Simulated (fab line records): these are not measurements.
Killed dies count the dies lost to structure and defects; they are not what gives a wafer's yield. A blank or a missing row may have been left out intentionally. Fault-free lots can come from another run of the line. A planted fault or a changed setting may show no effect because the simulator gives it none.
Matching of chambers + flow nand_harc + NHARC_A_CHANNEL_HOLE_D1_DEP_01 on pecvd-01: 3 sister chambers
The step deposits SiON, target thk 140 nm. 3 wafers are shown with their chamber, then 12 later ones without.

== WAFERS WITH THEIR CHAMBER ==
| wafer  | chamber | heater_power_w (W) |
|--------|---------|--------------------|
| L091.3 | 1       | 853                |
| L091.4 | 2       | 728                |
| L091.6 | 0       | 988                |

== WAFERS WITHOUT THEIR CHAMBER ==
| wafer  | heater_power_w (W) |
|--------|--------------------|
| L092.1 | 789                |
| L092.3 | 999                |
| L092.6 | 785                |
| L094.4 | 704                |
| L094.5 | 778                |
| L094.6 | 890                |
| L096.1 | 918                |
| L096.2 | 872                |
| L096.3 | 663                |
| L097.2 | 942                |
| L097.3 | 887                |
| L097.5 | 684                |

== THE CHAMBER EACH PASSED THROUGH ==
| wafer  | from the rows above     | in truth |
|--------|-------------------------|----------|
| L092.1 | can't be placed: 2 or 1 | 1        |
| L092.3 | 0                       | 0        |
| L092.6 | can't be placed: 2 or 1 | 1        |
| L094.4 | 2                       | 2        |
| L094.5 | can't be placed: 2 or 1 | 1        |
| L094.6 | can't be placed: 1 or 0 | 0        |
| L096.1 | can't be placed: 1 or 0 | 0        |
| L096.2 | 1                       | 1        |
| L096.3 | 2                       | 2        |
| L097.2 | can't be placed: 0 or 1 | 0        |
| L097.3 | can't be placed: 1 or 0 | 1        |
| L097.5 | 2                       | 2        |
Placed correctly: 5 of 12. These rows do not allow placing 7 (true chamber among the candidates in 7). Number placed wrongly: 0.
How it was worked out, from the rows above alone: a wafer's distance from a chamber is the root of the sum, over the readings, of the square of ((its reading less the chamber's mean) divided by the reading's scatter). If the next closest chamber is less than 2 further off than the closest, the wafer can't be placed; otherwise it belongs to the closest. Each chamber's mean is taken over the wafers shown for it. The scatter (one wafer shown for each chamber): square how far every hidden wafer sits from the nearest shown wafer, average those squares and take the square root.
